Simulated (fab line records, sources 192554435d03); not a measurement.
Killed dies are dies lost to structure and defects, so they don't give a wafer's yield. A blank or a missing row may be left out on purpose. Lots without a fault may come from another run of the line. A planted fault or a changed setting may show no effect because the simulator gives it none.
Chamber matching | flow n5_finfet | N5_BEOL_M1_ETCH_74 on rie_diel-01: 4 sister chambers
The step etches underlayer in N2/H2, target depth 6.5 nm, time 5.2 s. 24 wafers are shown with their chamber, then 12 later ones without.

WAFERS WITH THEIR CHAMBER
wafer  | chamber | showerhead_plenum_p_Torr (Torr) | drypump_motor_current_A (A) | oes_product_au (a.u.)
L080.2 | 2       | 2.63                            | 6.0                         | 0.63
L080.4 | 3       | 2.43                            | 5.0                         | 0.62
L080.5 | 3       | 2.43                            | 5.0                         | 0.61
L082.1 | 3       | 2.43                            | 5.0                         | 0.62
L082.3 | 2       | 2.63                            | 6.0                         | 0.62
L082.6 | 3       | 2.43                            | 5.0                         | 0.61
L084.3 | 1       | 2.60                            | 6.5                         | 0.73
L084.5 | 0       | 2.43                            | 6.0                         | 0.67
L084.6 | 1       | 2.60                            | 6.5                         | 0.75
L087.2 | 3       | 2.43                            | 5.0                         | 0.61
L087.3 | 0       | 2.43                            | 6.1                         | 0.65
L087.4 | 2       | 2.63                            | 5.9                         | 0.61
L088.2 | 2       | 2.62                            | 5.9                         | 0.61
L088.5 | 2       | 2.62                            | 6.0                         | 0.61
L088.6 | 1       | 2.59                            | 6.5                         | 0.73
L089.2 | 2       | 2.62                            | 6.0                         | 0.62
L089.3 | 1       | 2.59                            | 6.5                         | 0.74
L089.6 | 3       | 2.42                            | 5.0                         | 0.61
L090.1 | 2       | 2.62                            | 6.0                         | 0.60
L090.2 | 3       | 2.42                            | 5.0                         | 0.59
L090.3 | 0       | 2.43                            | 6.0                         | 0.65
L091.2 | 1       | 2.59                            | 6.5                         | 0.73
L091.4 | 0       | 2.43                            | 6.1                         | 0.66
L091.5 | 0       | 2.43                            | 6.0                         | 0.66

SIGNATURES (means of the wafers above)
reading                  | chamber 0 | chamber 1 | chamber 2 | chamber 3 | scatter within a chamber
showerhead_plenum_p_Torr | 2.4300    | 2.5940    | 2.6243    | 2.4271    | 0.00466
drypump_motor_current_A  | 6.040     | 6.500     | 5.971     | 5.000     | 0.0363
oes_product_au           | 0.6580    | 0.7360    | 0.6143    | 0.6100    | 0.00941
Rule: a wafer's distance from a chamber is the root of the sum, over the readings, of the square of ((its reading less the chamber's mean) divided by the reading's scatter). The wafer belongs to the nearest chamber; if the next one is less than 2 further off, it can't be placed. The scatter: the root of (the sum of the squares of (reading less its chamber's mean) over the shown wafers, divided by (wafers less chambers)).

WAFERS WITHOUT THEIR CHAMBER
wafer  | showerhead_plenum_p_Torr (Torr) | drypump_motor_current_A (A) | oes_product_au (a.u.)
L092.1 | 2.62                            | 6.0                         | 0.60
L092.4 | 2.59                            | 6.5                         | 0.73
L092.6 | 2.43                            | 6.0                         | 0.65
L093.1 | 2.42                            | 5.0                         | 0.60
L093.3 | 2.62                            | 6.0                         | 0.60
L093.5 | 2.43                            | 6.0                         | 0.64
L094.1 | 2.62                            | 6.0                         | 0.61
L094.2 | 2.42                            | 5.0                         | 0.59
L094.5 | 2.59                            | 6.5                         | 0.72
L097.2 | 2.42                            | 6.0                         | 0.63
L097.3 | 2.59                            | 6.5                         | 0.71
L097.6 | 2.42                            | 5.0                         | 0.60

WHICH CHAMBER EACH WENT THROUGH
wafer  | from the rows above | in truth
L092.1 | 2                   | 2
L092.4 | 1                   | 1
L092.6 | 0                   | 0
L093.1 | 3                   | 3
L093.3 | 2                   | 2
L093.5 | 0                   | 0
L094.1 | 2                   | 2
L094.2 | 3                   | 3
L094.5 | 1                   | 1
L097.2 | 0                   | 0
L097.3 | 1                   | 1
L097.6 | 3                   | 3
Placed correctly: 12 of 12. Can't be placed from these rows: 0. Placed wrongly: 0.
